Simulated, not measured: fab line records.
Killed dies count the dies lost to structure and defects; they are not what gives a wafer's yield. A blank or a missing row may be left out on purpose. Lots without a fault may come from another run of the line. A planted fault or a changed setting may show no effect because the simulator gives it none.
A single fault, viewed from 2 desks	flow n5 finfet	every desk sees just its own numbers, and what lay behind them comes last

THE METROLOGY DESK
What the gauges read, lot by lot, whatever tool the lot ran on: means of the sampled wafers that have a number. If a lot's mean is further than 4 standard deviations from the usual mean, the lot is out of limits and carries the mark OUT (the distance appears in the brackets). Of its 10 readings 7 are shown: those that lie furthest out on some lot.
Columns: A = DIBL_N at N5_BEOL_M4_RC_MEAS_101, usual 35.9 mV/V; B = DIBL_P at N5_BEOL_M4_RC_MEAS_101, usual 35.9 mV/V; C = IOFF_N at N5_BEOL_M4_RC_MEAS_101, usual 0.152 nA/um; D = IOFF_P at N5_BEOL_M4_RC_MEAS_101, usual 0.204 nA/um; E = SS_N at N5_BEOL_M4_RC_MEAS_101, usual 71.4 mV/dec; F = SS_P at N5_BEOL_M4_RC_MEAS_101, usual 73.2 mV/dec; G = VT_N at N5_BEOL_M4_RC_MEAS_101, usual 250.3 mV
lot	first seen here	A	B	C	D	E	F	G
L889	day 8 20:23	33.7	34.8	0.138	0.195	71.1	72.6	250.6
L892	day 9 16:45	36.4	36.3	0.152	0.203	71.9	73.7	249.1
L890	day 9 18:23	35.9	36.9	0.160	0.192	71.1	73.5	250.0
L894	day 11 00:04	34.8	34.8	0.130	0.176	71.3	72.9	253.3
L897	day 11 07:58	37.6	37.6	0.204	0.224	71.5	73.3	244.3
L899	day 11 09:10	34.7	33.9	0.159	0.215	71.5	73.5	248.4
L902	day 12 14:05	37.6	35.0	0.141	0.168	71.2	73.0	250.7
L905	day 13 14:14	34.7	36.4	0.148	0.203	71.4	73.3	251.6
L909	day 14 20:05	38.6	37.0	0.178	0.239	72.0	74.3	249.9
This desk's finding: nothing out of limits on any of the 9 lots.

FOR THE TOOL OWNER'S DESK: euv scanner-02
The tool's own readings at N5_DUMMY_GATE_EXPOSE_12 (exposes mask GATE, target cd 25 nm): means of the sampled wafers that have a number, for each lot that ran on this tool. If a lot's mean is further than 4 standard deviations from the usual mean, the lot is out of limits and carries the mark OUT (the distance appears in the brackets).
Columns: A = exposure dose mJ cm2 at N5_DUMMY_GATE_EXPOSE_12, usual 33.94; B = stage msd nm at N5_DUMMY_GATE_EXPOSE_12, usual 0.851 nm
lot	first seen here	A	B
L889	day 3 10:13	33.97	0.862
L890	day 3 18:02	33.94	0.863
L892	day 4 03:53	33.98	0.864
L897	day 5 13:27	33.94	0.865
L909	day 8 08:49	33.73 (-4.9) OUT	0.871
This desk's finding: out of limits on L909; first on L909, day 8 08:49 (exposure dose mJ cm2 at N5_DUMMY_GATE_EXPOSE_12). L889, L890, L892, L897 stayed within limits.

ALL TOGETHER
An alarm could have come from the tool owner's desk at day 8 08:49, on L909.
Metrology desk: nothing out of limits seen.
The metrology desk has L909 on record, within its limits.
N5_DUMMY_GATE_EXPOSE_12 was run on euv scanner-02 by each of the lots named.

WHAT THE SIMULATOR HAD INSERTED
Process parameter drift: euv scanner-02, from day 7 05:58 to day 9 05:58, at N5_DUMMY_GATE_EXPOSE_12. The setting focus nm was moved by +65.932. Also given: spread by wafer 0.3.
Lots struck among those shown: L909.
Hours from the fault's start to each desk's first reading out of limits: the tool owner's desk, 27.
